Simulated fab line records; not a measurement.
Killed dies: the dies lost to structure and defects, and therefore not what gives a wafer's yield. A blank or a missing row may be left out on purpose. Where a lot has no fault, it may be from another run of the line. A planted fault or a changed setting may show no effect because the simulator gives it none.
Which tool was responsible? ; flow n5-finfet ; 45 wafers from 15 lots sampled at 6 of the route's 1938 steps

== WHAT THE GAUGES READ, wafer by wafer ==
N5_BEOL_M3_RS_MEAS_58: a four-point-probe measurement. Usual: M3_RS gives 0.662 ohm/sq (standard deviation 0.029).
lot;measured;on;M3_RS (ohm/sq);flag
L698;day 8 13:23;film-metro-02;0.640 0.635 0.649;
L700;day 8 18:30;film-metro-01;0.668 0.652 0.695;
L699;day 8 20:20;film-metro-02;0.654 0.643 0.685;
L701;day 9 00:58;film-metro-01;0.682 0.679 0.686;
L708;day 10 23:44;film-metro-01;0.685 0.669 0.682;
L709;day 11 03:28;film-metro-02;0.683 0.624 0.684;
L710;day 11 10:38;film-metro-01;0.681 0.657 0.676;
L711;day 11 14:06;film-metro-02;0.672 0.635 0.632;
L713;day 11 17:26;film-metro-02;0.648 0.669 0.701;
L715;day 12 00:57;film-metro-01;0.662 0.669 0.647;
L714;day 12 15:43;film-metro-02;0.650 0.620 0.627;
L717;day 12 20:30;film-metro-01;0.637 0.610 0.627;
L716;day 12 23:33;film-metro-02;0.664 0.709 0.681;
L718;day 13 02:49;film-metro-01;0.736 0.710 0.663;
L720;day 13 23:25;film-metro-02;0.651 0.627 0.660;

N5_BEOL_M4_INSPECT_13: inspects for defects (brightfield). Usual: raw-defect-count reads 373 (standard deviation 82).
lot;measured;on;raw-defect-count;flag
L698;day 8 15:08;defect-inspect-01;326 348 342;
L700;day 8 20:28;defect-inspect-01;266 370 318;
L699;day 8 21:39;defect-inspect-01;248 302 332;
L701;day 9 02:19;defect-inspect-01;342 371 335;
L708;day 11 00:27;defect-inspect-02;378 361 328;
L709;day 11 04:22;defect-inspect-02;530 497 394;
L710;day 11 11:28;defect-inspect-02;362 317 366;
L711;day 11 16:41;defect-inspect-02;603 367 474;
L713;day 11 18:20;defect-inspect-01;320 277 264;
L715;day 12 02:37;defect-inspect-01;340 320 267;
L714;day 12 16:28;defect-inspect-01;401 328 432;
L717;day 12 23:11;defect-inspect-01;384 626 447;
L716;day 13 01:56;defect-inspect-01;302 411 332;
L718;day 13 04:03;defect-inspect-02;297 379 239;
L720;day 14 00:59;defect-inspect-02;288 355 304;

N5_BEOL_M4_RC_MEAS_101. Usual: DIBL_N 36.3 mV/V, standard deviation 1.6; DIBL_P 36.5 mV/V, standard deviation 1.6; IOFF_N 0.163 nA/um, standard deviation 0.026; IOFF_P 0.22 nA/um, standard deviation 0.033; ION_N 676 uA/um, standard deviation 9.9; ION_P 464 uA/um, standard deviation 6.5; SS_N 71.5 mV/dec, standard deviation 0.5; SS_P 73.3 mV/dec, standard deviation 0.64; VT_N 249.3 mV, standard deviation 2.9; VT_P -250 mV, standard deviation 3.2.
lot;measured;on;DIBL_N (mV/V);DIBL_P (mV/V);IOFF_N (nA/um);IOFF_P (nA/um);ION_N (uA/um);ION_P (uA/um);SS_N (mV/dec);SS_P (mV/dec);VT_N (mV);VT_P (mV);flag
L698;day 9 01:08;prober-01;37.5 38.1 38.2;36.8 38.0 38.0;0.167 0.175 0.187;0.23 0.25 0.26;666 671 680;457 462 468;71.6 71.3 72.5;74.2 73.7 74.3;248.8 248.0 248.9;-249 -244 -246;
L708;day 11 17:46;prober-01;35.7 33.8 35.4;35.7 33.9 36.0;0.159 0.133 0.158;0.22 0.20 0.23;679 664 672;465 467 460;71.2 70.5 71.8;73.0 72.6 73.0;248.4 249.7 250.1;-249 -249 -248;
L709;day 11 20:50;prober-01;37.5 34.1 36.3;35.6 32.7 35.0;0.161 0.115 0.142;0.20 0.16 0.19;663 668 655;456 463 449;71.9 70.8 71.8;73.3 72.8 72.9;252.3 254.0 250.3;-250 -252 -253;
L710;day 11 22:40;prober-02;34.6 34.3 36.5;35.7 35.6 38.5;0.129 0.123 0.157;0.19 0.19 0.22;658 671 670;457 467 464;71.6 71.3 71.7;72.6 72.8 72.6;253.8 253.7 250.7;-253 -250 -250;
L711;day 12 06:45;prober-02;37.3 36.9 36.6;36.9 36.7 36.5;0.188 0.187 0.175;0.22 0.22 0.21;682 675 680;458 459 461;72.1 72.5 72.1;73.1 73.4 72.7;246.8 244.9 248.3;-248 -250 -249;
L713;day 12 13:53;prober-01;36.2 35.1 35.8;36.7 35.2 36.3;0.152 0.132 0.154;0.19 0.17 0.18;667 659 683;455 454 461;71.4 71.5 71.4;73.9 73.3 73.4;250.6 254.4 250.6;-255 -253 -256;
L715;day 12 18:37;prober-01;37.5 35.4 36.4;35.8 34.7 35.1;0.166 0.140 0.143;0.21 0.20 0.20;678 668 668;463 462 460;71.2 71.3 71.1;73.0 72.8 72.6;249.6 248.2 247.9;-249 -251 -252;
L714;day 12 23:14;prober-01;41.2 38.5 39.1;40.7 38.3 39.0;0.249 0.185 0.202;0.29 0.24 0.26;683 671 689;464 459 474;72.4 72.3 71.2;75.1 73.9 73.4;244.6 248.4 243.9;-246 -248 -248;
L717;day 13 16:11;prober-01;38.4 35.0 35.9;42.3 37.9 38.6;0.213 0.145 0.164;0.29 0.21 0.23;685 680 682;470 470 471;72.8 70.8 71.5;74.2 72.1 72.9;246.6 248.1 250.8;-245 -250 -249;
L716;day 13 19:29;prober-01;33.9 34.3 34.3;34.1 34.0 33.9;0.123 0.123 0.128;0.21 0.20 0.21;676 665 663;477 459 467;71.4 71.0 71.2;72.4 73.1 72.2;255.8 254.4 256.5;-246 -248 -247;
L718;day 13 21:23;prober-01;35.9 35.8 35.9;35.8 36.3 36.1;0.146 0.143 0.152;0.20 0.20 0.20;667 671 675;459 467 462;71.0 71.2 71.4;73.1 73.1 72.5;253.6 250.4 251.3;-251 -253 -254;
L720;day 14 08:29;prober-01;36.3 36.5 38.5;35.8 35.5 39.0;0.173 0.165 0.217;0.24 0.23 0.30;681 671 696;463 462 473;71.5 72.0 72.0;73.2 74.0 74.1;246.1 247.7 243.8;-246 -246 -245;

== WHICH TOOL RAN EACH LOT (tool, then ch and the chambers of the sampled wafers, then the start) ==
lot;N5_BEOL_M4_STRIP_66;N5_BEOL_M4_STRIP_19;N5_BEOL_M4_ETCH_70
L698;rie-diel-04 ch 0,2, day 8 15:22;rie-diel-04 ch 0,2, day 8 15:31;rie-diel-01 ch 0,2,3, day 8 20:10
L700;rie-diel-04 ch 2,3, day 8 20:56;rie-diel-04 ch 0,1,2, day 8 21:09;rie-diel-04 ch 0,1,3, day 9 04:03
L699;rie-diel-03 ch 0,2,3, day 8 21:53;rie-diel-03 ch 0,1,2, day 8 22:06;rie-diel-01 ch 0,2,3, day 9 04:05
L701;rie-diel-04 ch 0,1,3, day 9 02:33;rie-diel-04 ch 1,2, day 9 02:42;rie-diel-01 ch 0,2, day 9 07:08
L708;rie-diel-03 ch 1,2, day 11 00:46;rie-diel-01 ch 0,2,3, day 11 01:10;rie-diel-01 ch 0,2, day 11 13:22
L709;rie-diel-01 ch 0,2,3, day 11 04:40;rie-diel-03 ch 0,2, day 11 04:50;rie-diel-01 ch 0,2,3, day 11 16:20
L710;rie-diel-01 ch 0,3, day 11 12:22;rie-diel-01 ch 2,3, day 11 12:40;rie-diel-03 ch 0,1,2, day 11 16:44
L711;rie-diel-04 ch 0,3, day 11 16:58;rie-diel-03 ch 1,2, day 11 17:10;rie-diel-03 ch 0,2,3, day 12 02:07
L713;rie-diel-03 ch 0,1,3, day 11 18:35;rie-diel-01 ch 0,1,2, day 11 18:44;rie-diel-01 ch 0,1,3, day 12 09:22
L715;rie-diel-01 ch 0,1,2, day 12 03:08;rie-diel-01 ch 0,1,2, day 12 03:17;rie-diel-03 ch 0,1,2, day 12 14:14
L714;rie-diel-03 ch 0,2,3, day 12 16:43;rie-diel-01 ch 1,3, day 12 16:53;rie-diel-03 ch 0,2,3, day 12 18:55
L717;rie-diel-01 ch 0,2,3, day 12 23:52;rie-diel-04 ch 0,1, day 13 00:01;rie-diel-01 ch 0,3, day 13 05:43
L716;rie-diel-03 ch 0,2, day 13 02:16;rie-diel-04 ch 0,1,2, day 13 02:34;rie-diel-04 ch 1,2,3, day 13 15:02
L718;rie-diel-04 ch 0,1,2, day 13 04:18;rie-diel-03 ch 0,3, day 13 04:29;rie-diel-01 ch 0,1,3, day 13 15:55
L720;rie-diel-03 ch 2,3, day 14 01:14;rie-diel-03 ch 0,3, day 14 01:23;rie-diel-03 ch 0,2,3, day 14 04:09
- N5_BEOL_M4_STRIP_66: strips in CF4.
- N5_BEOL_M4_STRIP_19: strips in O2.
- N5_BEOL_M4_ETCH_70: etches SOC in N2/H2, target depth 80 nm, overetch 24 nm, time 130 s.

== WHAT THE TOOLS THEMSELVES READ (means of the sampled wafers that have a number; where no wafer has one, the mark that the record gives instead) ==
N5_BEOL_M4_STRIP_66. Usual: bias-power-w 75.01 W, standard deviation 0.24; cf4-flow-sccm 150.0 sccm, standard deviation 0.44; drypump-motor-current-A 5.8 A, standard deviation 0.34; oes-product-au 0.79 a.u., standard deviation 0.067; rf-fwd-power-W 292.7 W, standard deviation 0.92; rf-vpp-V 270.9 V, standard deviation 1.7; showerhead-plenum-p-Torr 1.79 Torr, standard deviation 0.063; throttle-valve-pct 13.61 %, standard deviation 0.29.
lot;tool;bias-power-w (W);cf4-flow-sccm (sccm);drypump-motor-current-A (A);oes-product-au (a.u.);rf-fwd-power-W (W);rf-vpp-V (V);showerhead-plenum-p-Torr (Torr);throttle-valve-pct (%);flag
L698;rie-diel-04;75.03;150.2;5.6;0.77;293.3;271.8;1.82;13.75;
L700;rie-diel-04;75.20;150.2;5.6;0.77;293.4;272.3;1.87;13.86;
L699;rie-diel-03;75.23;150.4;5.5;0.81;293.2;271.0;1.79;13.70;
L701;rie-diel-04;75.14;149.8;5.8;0.83;293.1;272.4;1.85;13.43;
L708;rie-diel-03;75.10;149.9;5.8;0.78;291.9;271.6;1.83;13.70;
L709;rie-diel-01;74.96;149.7;6.0;0.74;291.8;269.6;1.75;13.57;
L710;rie-diel-01;75.00;149.8;5.9;0.77;292.8;269.3;1.73;13.49;
L711;rie-diel-04;75.02;150.4;5.5;0.81;292.7;270.8;1.80;13.41;
L713;rie-diel-03;74.89;150.1;5.8;0.82;292.4;269.3;1.75;13.50;
L715;rie-diel-01;74.97;149.7;6.1;0.80;291.8;269.9;1.75;13.40;
L714;rie-diel-03;75.06;149.6;5.5;0.77;293.2;270.5;1.78;13.77;
L717;rie-diel-01;74.93;149.9;6.0;0.73;292.2;269.8;1.74;13.63;
L716;rie-diel-03;74.96;150.0;5.4;0.77;293.2;271.5;1.82;13.81;
L718;rie-diel-04;74.80;150.0;5.8;0.77;292.1;273.4;1.83;13.63;
L720;rie-diel-03;75.26;149.7;5.6;0.72;293.5;271.5;1.81;13.98;

N5_BEOL_M4_STRIP_19. Usual: chamber-pressure-mTorr 30.003 mTorr, standard deviation 0.027; drypump-motor-current-A 5.8 A, standard deviation 0.35; oes-product-au 0.79 a.u., standard deviation 0.077; rf-vpp-V 3.6 V, standard deviation 0.5; showerhead-plenum-p-Torr 2.08 Torr, standard deviation 0.075; throttle-valve-pct 16.67 %, standard deviation 0.27.
lot;tool;chamber-pressure-mTorr (mTorr);drypump-motor-current-A (A);oes-product-au (a.u.);rf-vpp-V (V);showerhead-plenum-p-Torr (Torr);throttle-valve-pct (%);flag
L698;rie-diel-04;30.016;5.5;0.82;3.1;2.08;16.58;
L700;rie-diel-04;-;-;-;-;-;-;OFF
L699;rie-diel-03;-;-;-;-;-;-;OFF
L701;rie-diel-04;-;-;-;-;-;-;OFF
L708;rie-diel-01;29.998;6.0;0.75;3.5;2.04;16.67;
L709;rie-diel-03;30.003;5.2;0.84;3.3;2.09;16.68;
L710;rie-diel-01;29.986;6.0;0.71;3.6;2.06;16.77;
L711;rie-diel-03;30.041;5.8;0.79;3.9;2.14;16.83;
L713;rie-diel-01;29.975;6.1;0.82;3.3;2.05;16.51;
L715;rie-diel-01;30.013;6.1;0.81;3.7;2.05;16.52;
L714;rie-diel-01;30.014;5.9;0.88;4.0;2.05;16.56;
L717;rie-diel-04;30.028;5.7;0.82;3.5;2.09;16.45;
L716;rie-diel-04;30.022;5.8;0.78;3.5;2.13;16.69;
L718;rie-diel-03;30.010;5.6;0.77;3.7;2.01;16.78;
L720;rie-diel-03;30.000;5.6;0.76;3.6;2.00;16.81;

N5_BEOL_M4_ETCH_70. Usual: drypump-motor-current-A 5.9 A, standard deviation 0.33; oes-product-au 0.57 a.u., standard deviation 0.05; rf-fwd-power-W 835.4 W, standard deviation 2.6; rf-vpp-V 522.6 V, standard deviation 2.3; showerhead-plenum-p-Torr 2.50 Torr, standard deviation 0.073; throttle-valve-pct 17.81 %, standard deviation 0.23.
lot;tool;drypump-motor-current-A (A);oes-product-au (a.u.);rf-fwd-power-W (W);rf-vpp-V (V);showerhead-plenum-p-Torr (Torr);throttle-valve-pct (%);flag
L698;rie-diel-01;6.0;0.56;838.1;522.6;2.47;17.79;
L700;rie-diel-04;5.8;0.84;834.4;525.8;2.62;17.73;OFF
L699;rie-diel-01;6.0;0.76;836.8;521.4;2.47;17.82;OFF
L701;rie-diel-01;6.1;0.77;833.3;521.4;2.47;17.67;OFF
L708;rie-diel-01;6.1;0.56;836.0;522.6;2.46;17.68;
L709;rie-diel-01;6.0;0.54;834.4;521.1;2.46;17.82;
L710;rie-diel-03;5.7;0.61;836.4;523.7;2.54;17.77;
L711;rie-diel-03;5.5;0.58;833.8;523.3;2.52;18.02;
L713;rie-diel-01;5.9;0.61;833.7;520.9;2.46;17.70;
L715;rie-diel-03;5.6;0.61;834.0;523.6;2.54;17.79;
L714;rie-diel-03;5.5;0.57;833.5;523.3;2.52;18.03;
L717;rie-diel-01;5.8;0.56;832.6;522.0;2.43;17.92;
L716;rie-diel-04;5.8;0.57;836.8;528.1;2.66;17.97;
L718;rie-diel-01;5.9;0.59;834.6;521.7;2.46;17.73;
L720;rie-diel-03;5.5;0.57;837.4;522.4;2.51;18.05;

== THE ANSWER, worked out from the rows above alone ==
Rule: a lot counts as off when the mean over its wafers that have a number is more than 3 standard deviations away from the usual mean. A lot without any number at a reading at which 4 lots or more have one is off too. All remaining lots with rows at the step are treated as sound. First the gauges in route order, then the tools' own readings, where a lot's mean is used as printed above. At the first step where some lot is off, the reading lying furthest off is the one used; lots without a number count as furthest.
Off: L700, L699, L701, at N5_BEOL_M4_STRIP_19 (chamber-pressure-mTorr). Without a number there: L700, L699, L701.
A tool fits if, at that step or a process step before it, it ran every lot that is off, and no sound lot after the first of them. No candidate that was tried fits.

== WHAT THE SIMULATOR PUT IN ==
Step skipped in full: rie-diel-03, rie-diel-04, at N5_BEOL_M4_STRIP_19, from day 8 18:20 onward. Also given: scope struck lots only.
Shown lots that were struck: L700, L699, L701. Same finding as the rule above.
